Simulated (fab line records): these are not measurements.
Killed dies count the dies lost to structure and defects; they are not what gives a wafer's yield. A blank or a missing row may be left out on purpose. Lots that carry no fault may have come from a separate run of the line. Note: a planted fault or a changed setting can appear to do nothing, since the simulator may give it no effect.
Matching of chambers + flow n5-finfet + N5_BEOL_M0_SAQP_PECVD_03 on pecvd-04 has 3 sister chambers
The step deposits SiCN from 3MS/NH3, target thk 12 nm, time 21.1 s. 3 wafers are shown with their chamber, then 12 later ones without.

## WAFERS WITH THEIR CHAMBER
| wafer  | chamber | throttle-valve-pct (%) |
|--------|---------|------------------------|
| L084.4 | 2       | 8.1                    |
| L086.3 | 0       | 9.1                    |
| L086.6 | 1       | 9.4                    |

## WAFERS WITHOUT THEIR CHAMBER
| wafer  | throttle-valve-pct (%) |
|--------|------------------------|
| L092.1 | 9.3                    |
| L092.2 | 8.3                    |
| L092.5 | 9.5                    |
| L093.3 | 9.0                    |
| L093.5 | 9.3                    |
| L093.6 | 9.3                    |
| L095.2 | 9.4                    |
| L095.5 | 8.3                    |
| L095.6 | 9.1                    |
| L096.4 | 9.1                    |
| L096.5 | 9.3                    |
| L096.6 | 8.5                    |

## WHICH CHAMBER EACH WENT THROUGH
| wafer  | from the rows above     | in truth |
|--------|-------------------------|----------|
| L092.1 | can't be placed: 1 or 0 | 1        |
| L092.2 | 2                       | 2        |
| L092.5 | can't be placed: 1 or 0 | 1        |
| L093.3 | can't be placed: 0 or 1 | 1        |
| L093.5 | can't be placed: 1 or 0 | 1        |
| L093.6 | can't be placed: 1 or 0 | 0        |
| L095.2 | can't be placed: 1 or 0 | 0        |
| L095.5 | 2                       | 2        |
| L095.6 | can't be placed: 0 or 1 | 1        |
| L096.4 | can't be placed: 0 or 1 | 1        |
| L096.5 | can't be placed: 1 or 0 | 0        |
| L096.6 | can't be placed: 2 or 0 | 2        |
Placed correctly: 2 of 12. Not placeable from these rows: 10 (in 10, the candidates include the true chamber). Wrongly placed: 0.
How it was worked out, from the rows above alone: a wafer's distance from a chamber is the root of the sum, over the readings, of the square of ((its reading less the chamber's mean) divided by the reading's scatter). If the next closest chamber is less than 2 further off than the closest, the wafer can't be placed; otherwise it belongs to the closest. A chamber's mean is the mean of its shown wafers. The scatter: root of mean squared gap, hidden wafer to nearest shown wafer, with one shown wafer a chamber.
